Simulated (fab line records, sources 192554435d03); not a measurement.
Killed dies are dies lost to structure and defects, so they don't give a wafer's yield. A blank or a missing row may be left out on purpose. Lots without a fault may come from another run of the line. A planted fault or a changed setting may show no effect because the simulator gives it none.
fab line records | flow n5_finfet
record lots=5 wafers=15 last_day=16
route steps=1938 shown BEOL_M7@1277
lots that met no fault: from a run of the same line without faults
start_h: hours from the record's first day to the start of the lot's first wafer shown | wait_h: hours since the lot's step before | " the same as in the row above | L1.1+2: a row that stands for several wafers | - no value, or no start given | * or withheld: withheld | < > ~ a bound
route shown NAME@n: a module of which the file shows steps, and the number in the route of the first | usual: mean/standard deviation of fault-free wafers | same: alike in all rows | chamber/n: place in a boat | sites: the reading at each site | _std_site: their standard deviation | _edge_site: outer sites' mean less inner sites' | radius_mm: how far each site lies from the wafer's centre | mask NAME#n: copy n | behind: the tool/chamber that last shaped the wafer | hold: why the lot was held/for how many hours/how that ended | device: the transistor (n, p or np) that didn't switch | end of line: the same wafers' tests at the end of the route | a step without rows: its recipe alone | killed: dies lost to structure and defects at the first sort, not the wafer's yield | map: a wafer's dies, x killed, . not, _ none there
set.NAME: the setting as run; set.NAME@STEP: as run at that earlier step | model.NAME: the simulator's own value behind a step, which no gauge read
lots at some steps of the route; a table a step, a row a wafer
services: from which hour (start_h, from the record's first day; less than 0 if before it) a tool's chamber was out of use, for how many hours, and why
## steps
# step N5_BEOL_M7_OVL_MEAS_12
# recipe points_per_wafer=44
# usual M7_OVL=0.6/0.83
# columns lot.wafer tool chamber start_h wait_h M7_OVL[nm]
L077.3 overlay-02 0 218.10 0.0 0.1
L077.4 " 0 " " 0.0
L077.5 " 0 " " -0.3
L081.2 overlay-02 0 241.57 0.0 -0.5
L081.4 " 0 " " -1.0
L081.5 " 0 " " -0.7
L084.2 overlay-01 0 259.68 0.0 1.4
L084.3 " 0 " " 0.7
L084.5 " 0 " " 1.3
L086.4 overlay-01 0 271.27 0.0 0.1
L086.5 " 0 " " 0.2
L086.6 " 0 " " 1.7
L088.2 overlay-01 0 302.63 0.0 0.3
L088.4 " 0 " " -0.7
L088.5 " 0 " " 1.0
# step N5_BEOL_M7_INSPECT_13
# recipe mode=adi inspect_instrument=brightfield
# usual raw_defect_count=429/77
# columns lot.wafer tool chamber start_h wait_h raw_defect_count
L077.3 defect_inspect-02 - 218.12 0.0 458
L077.4 " - " " 572
L077.5 " - " " 423
L081.2 defect_inspect-02 - 241.60 0.0 440
L081.4 " - " " 440
L081.5 " - " " 370
L084.2 defect_inspect-01 - 259.70 0.0 421
L084.3 " - " " 389
L084.5 " - " " 362
L086.4 defect_inspect-02 - 271.29 0.0 452
L086.5 " - " " 452
L086.6 " - " " 428
L088.2 defect_inspect-01 - 302.66 0.0 412
L088.4 " - " " 440
L088.5 " - " " 378
# step N5_BEOL_M7_DESCUM_16
# recipe chemistry=O2 time_s=7.9 source_power_w=50 bias_power_w=20 pressure_mtorr=20 rf_frequency_hz=2.712e+07 temp_c=40 resist=CAR-ArF o2_flow_sccm=225
# usual drypump_motor_current_A=5.79/0.27 oes_product_au=0.79/0.085 rf_vpp_V=243.5/1.3 showerhead_plenum_p_Torr=2.11/0.076 throttle_valve_pct=20.34/0.29
# columns lot.wafer tool chamber start_h wait_h drypump_motor_current_A oes_product_au rf_hours_counter_h rf_vpp_V showerhead_plenum_p_Torr throttle_valve_pct
L077.3 rie_diel-03 2 218.33 0.2 5.71 0.88 60 244.6 2.22 20.06
L077.4 " 3 " " 5.46 0.79 127 242.1 2.02 20.51
L077.5 " 3 " " 5.46 0.80 - 243.0 2.02 20.52
L081.2 rie_diel-03 1 241.94 0.3 6.31 0.71 184 243.9 2.18 20.15
L081.4 " 3 " " 5.44 0.78 134 243.3 2.01 20.52
L081.5 " 2 " " 5.72 0.86 - 243.8 2.21 20.07
L084.2 rie_diel-03 3 259.78 0.1 5.46 0.77 140 242.1 2.01 20.54
L084.3 " 2 " " 5.72 0.86 74 245.9 2.21 20.07
L084.5 " 2 " " 5.71 0.86 - 244.7 2.21 20.08
L086.4 rie_diel-03 3 274.85 3.6 5.47 0.77 148 241.3 2.01 20.55
L086.5 " 2 " " 5.75 0.84 - 243.2 2.21 20.08
L086.6 " 3 " " 5.46 0.76 - 243.6 2.01 20.53
L088.2 rie_diel-05 2 302.69 0.0 6.06 0.68 237 241.3 1.96 20.63
L088.4 " 1 " " 5.91 0.68 245 243.8 2.16 20.93
L088.5 " 3 " " 5.61 0.84 - 244.3 2.11 20.31
# step N5_BEOL_M7_ETCH_61
# recipe chemistry=CF4 target=SiARC target_depth_a=455 mask_material=CAR-ArF time_s=75.8 ion_energy_ev=80 pressure_mtorr=40 source_w=545 bias_w=36 Ar_flow_sccm=100 cf4_flow_sccm=100 ends=cleared
# usual cf4_flow_sccm=100.0/0.31 drypump_motor_current_A=5.79/0.26 etch_rf_on_time_s=75.7/2.1 oes_product_au=0.67/0.072 rf_vpp_V=184.3/1.2 showerhead_plenum_p_Torr=2.16/0.069 throttle_valve_pct=15.57/0.28
# columns lot.wafer tool chamber start_h wait_h cf4_flow_sccm drypump_motor_current_A etch_rf_on_time_s oes_product_au rf_hours_counter_h rf_vpp_V showerhead_plenum_p_Torr throttle_valve_pct
L077.3 rie_diel-03 2 218.37 0.0 99.7 5.72 74.8 0.74 60 186.2 2.27 15.33
L077.4 " 3 " " 100.1 5.47 74.5 0.68 127 182.3 2.07 15.70
L077.5 " 3 " " 99.8 5.46 75.0 0.68 - 183.3 2.07 15.71
L081.2 rie_diel-03 1 241.97 0.0 99.9 6.32 79.2 0.59 184 183.4 2.21 15.34
L081.4 " 3 " " 100.1 5.47 74.5 0.67 134 182.5 2.07 15.72
L081.5 " 2 " " 100.2 5.71 73.6 0.74 - 186.3 2.27 15.34
L084.2 rie_diel-03 3 259.82 0.0 100.2 5.48 75.3 0.66 140 182.9 2.06 15.73
L084.3 " 2 " " 99.7 5.69 75.2 0.72 74 184.3 2.27 15.36
L084.5 " 2 " " 100.0 5.69 74.2 0.74 - 185.9 2.27 15.35
L086.4 rie_diel-03 3 274.89 0.0 100.5 5.46 76.3 0.66 148 181.2 2.06 15.75
L086.5 " 2 " " 99.8 5.72 74.8 0.72 - 185.1 2.26 15.37
L086.6 " 3 " " 100.6 5.46 76.0 0.65 - 182.1 2.06 15.75
L088.2 rie_diel-05 2 302.73 0.0 100.7 6.05 77.6 0.58 237 182.6 2.03 16.02
L088.4 " 1 " " 99.6 5.91 76.7 0.58 245 186.0 2.20 16.05
L088.5 " 3 " " 99.9 5.63 72.7 0.73 - 185.1 2.17 15.55
# step N5_BEOL_M7_ETCH_62
# recipe chemistry=N2/H2 target=SOC target_depth_a=1100 overetch_a=220 mask_material=SiARC temp_c=40 time_s=165 ion_energy_ev=200 pressure_mtorr=30 source_w=840 bias_w=150 n2_flow_sccm=200 h2_flow_sccm=200
# usual drypump_motor_current_A=5.79/0.26 oes_product_au=0.67/0.066 rf_vpp_V=524.5/2.5 showerhead_plenum_p_Torr=2.57/0.08 throttle_valve_pct=17.8/0.32
# columns lot.wafer tool chamber start_h wait_h drypump_motor_current_A oes_product_au rf_hours_counter_h rf_vpp_V showerhead_plenum_p_Torr throttle_valve_pct
L077.3 rie_diel-03 2 218.42 0.0 5.71 0.73 60 526.7 2.69 17.4
L077.4 " 3 " " 5.46 0.66 127 521.6 2.47 18.1
L077.5 " 3 " " 5.47 0.66 - 521.5 2.47 18.1
L081.2 rie_diel-03 1 242.03 0.0 6.34 0.60 184 527.0 2.64 17.6
L081.4 " 3 " " 5.46 0.67 134 521.6 2.47 18.1
L081.5 " 2 " " 5.73 0.72 - 528.1 2.68 17.5
L084.2 rie_diel-03 3 259.88 0.0 5.46 0.66 140 519.6 2.47 18.1
L084.3 " 2 " " 5.69 0.71 74 527.7 2.68 17.5
L084.5 " 2 " " 5.73 0.72 - 529.2 2.68 17.5
L086.4 rie_diel-03 3 274.94 0.0 5.47 0.65 148 519.2 2.46 18.1
L086.5 " 2 " " 5.72 0.71 - 529.3 2.68 17.5
L086.6 " 3 " " 5.45 0.65 - 519.9 2.46 18.1
L088.2 rie_diel-05 2 302.78 0.0 6.05 0.58 237 521.4 2.42 18.2
L088.4 " 1 " " 5.92 0.58 245 525.6 2.61 18.3
L088.5 " 3 " " 5.61 0.71 - 526.0 2.57 17.7
# step N5_BEOL_M7_STRIP_68
# recipe chemistry=N2/H2 temp_c=40 n2_flow_sccm=200 h2_flow_sccm=200 rf_frequency_hz=6e+07
# columns lot.wafer tool chamber start_h wait_h
L077.3+4+5 rie_diel-03 2,3,3 218.56 0.1
L081.2+4+5 rie_diel-03 1,3,2 242.17 0.1
L084.2+3+5 rie_diel-03 3,2,2 260.01 0.1
L086.4+5+6 rie_diel-03 3,2,3 275.08 0.1
L088.2+4+5 rie_diel-05 2,1,3 302.92 0.1
# step N5_BEOL_M7_STRIP_67
# recipe chemistry=CF4 resist=SiARC power_w=300 bias_power_w=75 pressure_mtorr=50 cf4_flow_sccm=150 rf_frequency_hz=6e+07
# usual cf4_flow_sccm=150.0/0.55 drypump_motor_current_A=5.78/0.27 oes_product_au=0.79/0.078 rf_vpp_V=271.4/1.6 showerhead_plenum_p_Torr=1.81/0.058 throttle_valve_pct=13.54/0.28
# columns lot.wafer tool chamber start_h wait_h cf4_flow_sccm drypump_motor_current_A oes_product_au rf_hours_counter_h rf_vpp_V showerhead_plenum_p_Torr throttle_valve_pct
L077.3 rie_diel-03 2 218.57 0.0 150.4 5.71 0.86 60 274.7 1.90 13.29
L077.4 " 3 " " 150.1 5.46 0.79 127 270.3 1.73 13.66
L077.5 " 3 " " 150.7 5.46 0.78 - 269.3 1.73 13.68
L081.2 rie_diel-03 1 242.18 0.0 149.8 6.30 0.72 184 273.1 1.84 13.36
L081.4 " 3 " " 150.7 5.45 0.78 134 271.1 1.73 13.69
L081.5 " 2 " " 150.4 5.72 0.85 - 274.2 1.90 13.30
L084.2 rie_diel-03 3 260.02 0.0 148.5 5.47 0.78 140 269.8 1.73 13.71
L084.3 " 2 " " 149.9 5.73 0.85 74 273.3 1.90 13.31
L084.5 " 2 " " 151.0 5.72 0.84 - 274.1 1.90 13.30
L086.4 rie_diel-03 3 275.09 0.0 149.8 5.44 0.76 148 270.0 1.73 13.73
L086.5 " 2 " " 149.3 5.71 0.83 - 273.2 1.89 13.34
L086.6 " 3 " " 149.1 5.44 0.78 - 270.5 1.73 13.71
L088.2 rie_diel-05 2 302.93 0.0 149.6 6.05 0.68 237 269.2 1.71 14.02
L088.4 " 1 " " 149.4 5.89 0.68 245 272.4 1.84 14.01
L088.5 " 3 " " 150.6 5.61 0.83 - 271.7 1.83 13.51
# step N5_BEOL_M7_HM_OPEN_17
# recipe chemistry=Cl2/BCl3 target_depth_a=200 overetch_a=60 target=TiN mask_material=SOC ion_energy_ev=150 pressure_mtorr=10 icp_w=1000 bias_w=126 Cl2_flow_sccm=53.25 bcl3_flow_sccm=21.75 Ar_flow_sccm=25
# usual drypump_motor_current_A=5.7/0.32 oes_product_au=0.70/0.092 throttle_valve_pct=22.14/0.17
# columns lot.wafer tool chamber start_h wait_h drypump_motor_current_A oes_product_au rf_hours_counter_h throttle_valve_pct
L077.3 rie_metal-03 0 218.87 0.3 5.4 0.76 - 22.25
L077.4 " 1 " " 5.4 0.70 - 22.00
L077.5 " 0 " " 5.4 0.77 - 22.24
L081.2 rie_metal-02 0 242.22 0.0 6.2 0.82 2 21.92
L081.4 " 0 " " 6.2 0.81 - 21.93
L081.5 " 1 " " 5.9 0.53 - 22.42
L084.2 rie_metal-03 0 260.07 0.0 5.4 0.74 13 22.25
L084.3 " 1 " " 5.4 0.68 - 22.04
L084.5 " 0 " " 5.5 0.74 - 22.26
L086.4 rie_metal-02 1 279.56 4.5 5.8 0.86 - 22.12
L086.5 " 1 " " 5.9 0.87 - 22.12
L086.6 " 0 " " 6.2 0.79 - 21.94
L088.2 rie_metal-02 1 302.97 0.0 5.9 0.84 3 22.14
L088.4 " 0 " " 6.2 0.76 - 21.94
L088.5 " 0 " " 6.2 0.78 - 21.93
# step N5_BEOL_M7_STRIP_19
# recipe chemistry=O2 power_w=400 temp_c=40 pressure_mtorr=30 rf_frequency_hz=6e+07 bias_power_w=0 overash_fraction=0.2 o2_flow_sccm=225
# usual drypump_motor_current_A=5.80/0.26 oes_product_au=0.78/0.081 rf_vpp_V=3.7/0.6 showerhead_plenum_p_Torr=2.11/0.078 throttle_valve_pct=16.6/0.3
# same overash_fraction=0.2
# columns lot.wafer tool chamber start_h wait_h drypump_motor_current_A oes_product_au rf_hours_counter_h rf_vpp_V showerhead_plenum_p_Torr throttle_valve_pct
L077.3 rie_diel-06 3 219.00 0.1 5.84 0.85 66 3.6 2.03 16.3
L077.4 " 1 " " 5.41 0.75 166 3.6 2.19 16.8
L077.5 " 3 " " 5.86 0.85 - 3.4 2.03 16.2
L081.2 rie_diel-05 1 242.43 0.2 5.91 0.68 228 2.3 2.17 17.1
L081.4 " 2 " " 6.06 0.68 - 4.0 1.97 16.9
L081.5 " 0 " " 5.60 0.91 - 3.2 2.13 16.1
L084.2 rie_diel-03 2 260.18 0.1 5.72 0.86 74 3.4 2.22 16.4
L084.3 " 0 " " 5.59 0.86 62 4.4 2.15 16.6
L084.5 " 3 " " 5.45 0.78 - 4.0 2.02 16.8
L086.4 rie_diel-05 0 279.74 0.2 5.64 0.90 31 3.8 2.12 16.1
L086.5 " 1 " " 5.91 0.68 - 4.4 2.17 17.2
L086.6 " 2 " " 6.06 0.68 - 2.2 1.97 17.0
L088.2 rie_diel-06 2 303.08 0.1 5.84 0.73 190 4.0 2.09 16.9
L088.4 " 3 " " 5.87 0.82 83 3.5 2.02 16.3
L088.5 " 2 " " 5.82 0.73 - 4.1 2.09 16.9
# step N5_BEOL_M7_CD_MEAS_18
# recipe pitch_nm=80 target_cd_nm=40
# usual cd_nm=39.9/0.56
# columns lot.wafer tool chamber start_h wait_h cd_nm
L077.3 cd_sem-02 - 219.07 0.1 40.1
L077.4 " - " " 39.9
L077.5 " - " " 39.6
L081.2 cd_sem-03 - 242.50 0.1 38.6
L081.4 " - " " 38.4
L081.5 " - " " 39.8
L084.2 cd_sem-03 - 260.25 0.1 39.4
L084.3 " - " " 41.0
L084.5 " - " " 40.1
L086.4 cd_sem-02 - 279.82 0.1 39.2
L086.5 " - " " 39.8
L086.6 " - " " 39.3
L088.2 cd_sem-03 - 303.15 0.1 39.8
L088.4 " - " " 39.3
L088.5 " - " " 39.1
# step N5_BEOL_M7_COAT_63
# recipe resist=SOC temp_c=250 time_s=60 spin_rpm=1500 resist_thk_nm=60
# columns lot.wafer tool chamber start_h wait_h
L077.3+4+5 litho_track-01 0 219.96 0.9
L081.2+4+5 litho_track-01 0 242.79 0.3
L084.2+3+5 litho_track-04 0 260.90 0.6
L086.4+5+6 litho_track-01 0 279.85 0.0
L088.2+4+5 litho_track-04 0 303.19 0.0
# step N5_BEOL_M7_COAT_64
# recipe resist=SiARC temp_c=220 time_s=60 spin_rpm=1500 resist_thk_nm=12
# columns lot.wafer tool chamber start_h wait_h
L077.3+4+5 litho_track-01 0 - -
L081.2+4+5 litho_track-01 0 - -
L084.2+3+5 litho_track-04 0 - -
L086.4+5+6 litho_track-01 0 - -
L088.2+4+5 litho_track-04 0 - -
# step N5_BEOL_M7_COAT_71
# recipe resist=underlayer temp_c=205 time_s=60 spin_rpm=1500 resist_thk_nm=5
# columns lot.wafer tool chamber start_h wait_h
L077.3+4+5 litho_track-01 0 - -
L081.2+4+5 litho_track-01 0 - -
L084.2+3+5 litho_track-04 0 - -
L086.4+5+6 litho_track-01 0 - -
L088.2+4+5 litho_track-04 0 - -
# step N5_BEOL_M7_COAT_22
# recipe resist=CAR-EUV spin_rpm=1500 resist_thk_nm=30
# columns lot.wafer tool chamber start_h wait_h
L077.3+4+5 litho_track-01 0 - -
L081.2+4+5 litho_track-01 0 - -
L084.2+3+5 litho_track-04 0 - -
L086.4+5+6 litho_track-01 0 - -
L088.2+4+5 litho_track-04 0 - -
# step N5_BEOL_M7_EBR_24
# recipe solvent=PGMEA ebr_width_mm=1.5
# columns lot.wafer tool chamber start_h wait_h
L077.3+4+5 litho_track-01 0 - -
L081.2+4+5 litho_track-01 0 - -
L084.2+3+5 litho_track-04 0 - -
L086.4+5+6 litho_track-01 0 - -
L088.2+4+5 litho_track-04 0 - -
# step N5_BEOL_M7_SOFTBAKE_23
# recipe temp_c=110 time_s=60 resist=CAR-EUV
# columns lot.wafer tool chamber start_h wait_h
L077.3+4+5 litho_track-01 0 - -
L081.2+4+5 litho_track-01 0 - -
L084.2+3+5 litho_track-04 0 - -
L086.4+5+6 litho_track-01 0 - -
L088.2+4+5 litho_track-04 0 - -
# step N5_BEOL_M7_EXPOSE_25
# recipe mask_id=V6 na=0.33 source_shape=annular sigma_inner=0.4 sigma_outer=0.8 polarization=unpolarized target_cd_nm=40 dose_mj=42.5
# usual exposure_dose_mJ_cm2=42.49/0.07
# columns lot.wafer tool chamber start_h wait_h mask exposure_dose_mJ_cm2
L077.3 euv_scanner-02 0 220.23 - V6#0 42.52
L077.4 " 0 " " V6#0 42.64
L077.5 " 0 " " V6#0 42.58
L081.2 euv_scanner-01 0 242.94 - V6#0 42.40
L081.4 " 0 " " V6#0 42.45
L081.5 " 0 " " V6#0 42.35
L084.2 euv_scanner-02 0 261.08 - V6#0 42.55
L084.3 " 0 " " V6#0 42.56
L084.5 " 0 " " V6#0 42.54
L086.4 euv_scanner-02 0 280.01 - V6#0 42.52
L086.5 " 0 " " V6#0 42.52
L086.6 " 0 " " V6#0 42.59
L088.2 euv_scanner-01 0 303.45 - V6#0 42.41
L088.4 " 0 " " V6#0 42.43
L088.5 " 0 " " V6#0 42.46
# step N5_BEOL_M7_PEB_26
# recipe peb_temp_c=100 peb_time_s=60 resist=CAR-EUV
# columns lot.wafer tool chamber start_h wait_h
L077.3+4+5 litho_track-02 0 220.29 0.0
L081.2+4+5 litho_track-01 0 242.99 0.1
L084.2+3+5 litho_track-02 0 261.14 0.1
L086.4+5+6 litho_track-04 0 280.06 0.0
L088.2+4+5 litho_track-04 0 303.51 0.1
# step N5_BEOL_M7_DEVELOP_27
# recipe develop_time_s=30 developer=TMAH resist=CAR-EUV rinse_liquid=surfactant_rinse dry=air_spin dev_temp_c=23
# columns lot.wafer tool chamber start_h wait_h
L077.3+4+5 litho_track-02 0 - -
L081.2+4+5 litho_track-01 0 - -
L084.2+3+5 litho_track-02 0 - -
L086.4+5+6 litho_track-04 0 - -
L088.2+4+5 litho_track-04 0 - -
# step N5_BEOL_M7_CD_MEAS_28
# recipe target_cd_nm=40 landing_energy_ev=500 detector=se_inlens
# usual cd_nm=40.00/0.23
# columns lot.wafer tool chamber start_h wait_h cd_nm
L077.3 cd_sem-02 0 220.35 - 40.15
L077.4 " 0 " " 40.08
L077.5 " 0 " " 40.67
L081.2 cd_sem-02 0 243.06 - 40.01
L081.4 " 0 " " 39.84
L081.5 " 0 " " 40.29
L084.2 cd_sem-02 0 261.21 - 40.16
L084.3 " 0 " " 39.98
L084.5 " 0 " " 39.81
L086.4 cd_sem-02 0 280.13 - 39.81
L086.5 " 0 " " 40.13
L086.6 " 0 " " 40.24
L088.2 cd_sem-03 0 303.58 - 39.89
L088.4 " 0 " " 40.03
L088.5 " 0 " " 39.58
# step N5_BEOL_M7_OVL_MEAS_29
# recipe points_per_wafer=522
# usual V6_OVL=-0.3/0.68
# columns lot.wafer tool chamber start_h wait_h V6_OVL[nm]
L077.3 overlay-02 0 220.39 0.0 -1.4
L077.4 " 0 " " -0.1
L077.5 " 0 " " -1.1
L081.2 overlay-02 0 243.10 0.0 -0.1
L081.4 " 0 " " 0.1
L081.5 " 0 " " 0.9
L084.2 overlay-01 0 261.24 0.0 -1.2
L084.3 " 0 " " -1.1
L084.5 " 0 " " -1.1
L086.4 overlay-02 0 280.17 0.0 0.7
L086.5 " 0 " " 0.7
L086.6 " 0 " " -0.6
L088.2 overlay-01 0 303.62 0.0 -1.6
L088.4 " 0 " " -1.4
L088.5 " 0 " " -0.7
# step N5_BEOL_M7_INSPECT_30
# recipe mode=adi inspect_instrument=brightfield
# usual raw_defect_count=433/82
# columns lot.wafer tool chamber start_h wait_h raw_defect_count
L077.3 defect_inspect-01 - 220.44 0.0 432
L077.4 " - " " 516
L077.5 " - " " 401
L081.2 defect_inspect-02 - 243.15 0.0 461
L081.4 " - " " 473
L081.5 " - " " 378
L084.2 defect_inspect-02 - 261.30 0.0 473
L084.3 " - " " 433
L084.5 " - " " 396
L086.4 defect_inspect-02 - 280.22 0.0 455
L086.5 " - " " 443
L086.6 " - " " 446
L088.2 defect_inspect-02 - 303.67 0.0 449
L088.4 " - " " 459
L088.5 " - " " 412
# step N5_BEOL_M7_DESCUM_33
# recipe chemistry=O2 time_s=7 source_power_w=50 bias_power_w=20 pressure_mtorr=20 rf_frequency_hz=2.712e+07 temp_c=40 resist=CAR-EUV o2_flow_sccm=225
# usual drypump_motor_current_A=5.78/0.28 oes_product_au=0.78/0.076 rf_vpp_V=243.5/1.4 showerhead_plenum_p_Torr=2.11/0.076 throttle_valve_pct=20.38/0.26
# columns lot.wafer tool chamber start_h wait_h drypump_motor_current_A oes_product_au rf_hours_counter_h rf_vpp_V showerhead_plenum_p_Torr throttle_valve_pct
L077.3 rie_diel-05 0 220.47 0.0 5.64 0.93 14 245.0 2.13 19.84
L077.4 " 1 " " 5.92 0.69 221 243.4 2.17 20.90
L077.5 " 0 " " 5.66 0.94 - 243.8 2.12 19.83
L081.2 rie_diel-06 0 243.18 0.0 6.13 0.69 230 242.1 2.05 20.43
L081.4 " 1 " " 5.41 0.75 174 244.3 2.18 20.57
L081.5 " 0 " " 6.10 0.69 - 244.1 2.05 20.44
L084.2 rie_diel-03 1 261.80 0.5 6.31 0.70 191 244.2 2.18 20.20
L084.3 " 3 " " 5.46 0.79 140 242.9 2.01 20.54
L084.5 " 3 " " 5.45 0.78 - 240.8 2.01 20.54
L086.4 rie_diel-03 0 283.27 3.1 5.57 0.85 74 244.3 2.14 20.41
L086.5 " 0 " " 5.56 0.85 - 242.5 2.14 20.40
L086.6 " 3 " " 5.48 0.78 - 242.2 2.01 20.55
L088.2 rie_diel-06 3 303.70 0.0 5.85 0.83 83 242.0 2.02 20.00
L088.4 " 1 " " 5.41 0.74 182 243.8 2.18 20.58
L088.5 " 1 " " 5.41 0.75 - 244.3 2.18 20.60
# step N5_BEOL_M7_ETCH_72
# recipe chemistry=N2/H2 target=underlayer target_depth_a=65 mask_material=CAR-EUV time_s=5.2 ion_energy_ev=200 pressure_mtorr=30 source_w=840 bias_w=150 n2_flow_sccm=200 h2_flow_sccm=200 ends=cleared
# usual drypump_motor_current_A=5.79/0.28 etch_rf_on_time_s=5.19/0.16 oes_product_au=0.66/0.066 rf_vpp_V=524.2/2.6 showerhead_plenum_p_Torr=2.56/0.082 throttle_valve_pct=17.9/0.31
# columns lot.wafer tool chamber start_h wait_h drypump_motor_current_A etch_rf_on_time_s oes_product_au rf_hours_counter_h rf_vpp_V showerhead_plenum_p_Torr throttle_valve_pct
L077.3 rie_diel-05 0 220.51 0.0 5.61 5.26 0.79 14 525.8 2.60 17.4
L077.4 " 1 " " 5.95 5.26 0.58 221 526.0 2.62 18.3
L077.5 " 0 " " 5.61 5.24 0.78 - 524.2 2.60 17.4
L081.2 rie_diel-06 0 243.22 0.0 6.09 5.22 0.58 230 521.4 2.50 17.9
L081.4 " 1 " " 5.43 5.11 0.65 174 526.7 2.64 18.1
L081.5 " 0 " " 6.11 5.23 0.60 - 523.0 2.50 17.9
L084.2 rie_diel-03 1 261.84 0.0 6.33 5.55 0.58 191 525.6 2.63 17.6
L084.3 " 3 " " 5.47 5.23 0.66 140 521.6 2.47 18.1
L084.5 " 3 " " 5.45 5.18 0.66 - 522.2 2.47 18.2
L086.4 rie_diel-03 0 283.31 0.0 5.62 5.02 0.73 74 523.8 2.59 18.0
L086.5 " 0 " " 5.62 5.00 0.74 - 526.4 2.59 18.0
L086.6 " 3 " " 5.49 5.20 0.65 - 519.5 2.46 18.2
L088.2 rie_diel-06 3 303.74 0.0 5.85 5.20 0.71 83 520.3 2.45 17.4
L088.4 " 1 " " 5.43 5.17 0.63 182 527.4 2.64 18.1
L088.5 " 1 " " 5.43 5.16 0.64 - 527.2 2.64 18.1
# step N5_BEOL_M7_ETCH_65
# recipe chemistry=CF4 target=SiARC target_depth_a=156 mask_material=CAR-EUV time_s=26 ion_energy_ev=80 pressure_mtorr=40 source_w=545 bias_w=36 Ar_flow_sccm=100 cf4_flow_sccm=100 ends=cleared
# usual cf4_flow_sccm=100.0/0.32 drypump_motor_current_A=5.78/0.28 etch_rf_on_time_s=25.9/0.69 oes_product_au=0.66/0.065 rf_vpp_V=184.2/1.2 showerhead_plenum_p_Torr=2.16/0.07 throttle_valve_pct=15.59/0.25
# columns lot.wafer tool chamber start_h wait_h cf4_flow_sccm drypump_motor_current_A etch_rf_on_time_s oes_product_au rf_hours_counter_h rf_vpp_V showerhead_plenum_p_Torr throttle_valve_pct
L077.3 rie_diel-05 0 220.53 0.0 100.1 5.64 26.5 0.78 15 185.5 2.19 15.13
L077.4 " 1 " " 100.1 5.90 26.2 0.58 221 185.0 2.21 15.98
L077.5 " 0 " " 100.0 5.62 26.8 0.77 - 185.4 2.19 15.14
L081.2 rie_diel-06 0 243.23 0.0 99.9 6.09 26.1 0.60 230 184.3 2.12 15.85
L081.4 " 1 " " 100.2 5.42 25.6 0.64 174 184.5 2.21 15.69
L081.5 " 0 " " 99.7 6.11 26.4 0.60 - 184.0 2.12 15.84
L084.2 rie_diel-03 1 261.86 0.0 100.3 6.32 27.5 0.59 191 185.1 2.20 15.35
L084.3 " 3 " " 100.0 5.46 25.9 0.66 140 183.3 2.06 15.73
L084.5 " 3 " " 99.8 5.46 26.0 0.66 - 183.7 2.06 15.73
L086.4 rie_diel-03 0 283.33 0.0 100.0 5.61 24.6 0.75 74 184.5 2.18 15.52
L086.5 " 0 " " 100.4 5.62 25.4 0.72 - 182.1 2.18 15.50
L086.6 " 3 " " 100.5 5.47 25.6 0.66 - 183.1 2.06 15.75
L088.2 rie_diel-06 3 303.75 0.0 99.9 5.85 25.9 0.70 83 182.6 2.07 15.22
L088.4 " 1 " " 100.3 5.40 25.8 0.64 182 185.1 2.21 15.73
L088.5 " 1 " " 100.4 5.41 25.7 0.64 - 185.2 2.21 15.72
# step N5_BEOL_M7_ETCH_66
# recipe chemistry=N2/H2 target=SOC target_depth_a=800 overetch_a=160 mask_material=SiARC temp_c=40 time_s=120 ion_energy_ev=200 pressure_mtorr=30 source_w=840 bias_w=150 n2_flow_sccm=200 h2_flow_sccm=200
# usual drypump_motor_current_A=5.79/0.28 oes_product_au=0.59/0.054 rf_vpp_V=524.3/2.5 showerhead_plenum_p_Torr=2.56/0.082 throttle_valve_pct=17.8/0.31
# columns lot.wafer tool chamber start_h wait_h drypump_motor_current_A oes_product_au rf_hours_counter_h rf_vpp_V showerhead_plenum_p_Torr throttle_valve_pct
L077.3 rie_diel-05 0 220.55 0.0 5.68 0.70 15 524.1 2.60 17.3
L077.4 " 1 " " 5.91 0.53 221 526.1 2.62 18.2
L077.5 " 0 " " 5.64 0.70 - 524.3 2.60 17.3
L081.2 rie_diel-06 0 243.26 0.0 6.11 0.54 230 523.3 2.50 17.9
L081.4 " 1 " " 5.43 0.57 174 524.9 2.64 18.0
L081.5 " 0 " " 6.09 0.54 - 523.6 2.50 17.9
L084.2 rie_diel-03 1 261.88 0.0 6.36 0.55 191 523.7 2.63 17.6
L084.3 " 3 " " 5.45 0.60 140 520.3 2.47 18.1
L084.5 " 3 " " 5.46 0.59 - 520.6 2.46 18.1
L086.4 rie_diel-03 0 283.35 0.0 5.60 0.65 74 525.1 2.59 17.9
L086.5 " 0 " " 5.59 0.65 - 526.0 2.59 17.9
L086.6 " 3 " " 5.45 0.59 - 519.8 2.46 18.1
L088.2 rie_diel-06 3 303.78 0.0 5.87 0.63 83 520.0 2.45 17.4
L088.4 " 1 " " 5.42 0.56 182 526.8 2.64 18.0
L088.5 " 1 " " 5.42 0.56 - 526.7 2.64 18.0
# step N5_BEOL_M7_STRIP_69
# recipe chemistry=N2/H2 temp_c=40 n2_flow_sccm=200 h2_flow_sccm=200 rf_frequency_hz=6e+07
# columns lot.wafer tool chamber start_h wait_h
L077.3+4+5 rie_diel-05 0,1,0 220.63 0.0
L081.2+4+5 rie_diel-06 0,1,0 243.34 0.0
L084.2+3+5 rie_diel-03 1,3,3 261.96 0.0
L086.4+5+6 rie_diel-03 0,0,3 283.43 0.0
L088.2+4+5 rie_diel-06 3,1,1 303.86 0.0
# step N5_BEOL_M7_STRIP_73
# recipe chemistry=N2/H2 temp_c=40 n2_flow_sccm=200 h2_flow_sccm=200 rf_frequency_hz=6e+07
# columns lot.wafer tool chamber start_h wait_h
L077.3+4+5 rie_diel-05 0,1,0 220.64 0.0
L081.2+4+5 rie_diel-06 0,1,0 243.35 0.0
L084.2+3+5 rie_diel-03 1,3,3 261.97 0.0
L086.4+5+6 rie_diel-03 0,0,3 283.44 0.0
L088.2+4+5 rie_diel-06 3,1,1 303.87 0.0
## services
# columns tool chamber start_h hours kind
rie_diel-05 3 199.25 6.7 repair
euv_scanner-02 0 200.40 - calibration
euv_scanner-02 - 208.92 1.0 pm
rie_metal-02 - 210.06 10.0 pm
rie_diel-05 - 215.61 0.7 repair
rie_diel-05 3 239.24 9.6 repair
euv_scanner-01 - 244.99 1.0 pm
rie_diel-06 2 252.13 10.8 repair
rie_metal-02 1 253.64 - clean
rie_metal-02 1 253.64 17.3 scheduled_down
rie_metal-02 1 253.64 17.3 vent_cycle
euv_scanner-01 - 255.66 5.8 pm
rie_diel-06 0 256.55 7.3 repair
rie_diel-06 1 257.61 3.4 repair
rie_diel-03 1 264.32 8.9 repair
rie_diel-05 - 264.84 14.6 pm
euv_scanner-02 - 265.07 1.0 pm
rie_diel-06 3 291.33 1.9 repair
euv_scanner-02 - 294.91 5.8 pm
euv_scanner-01 - 301.14 1.0 pm
## key
fault none
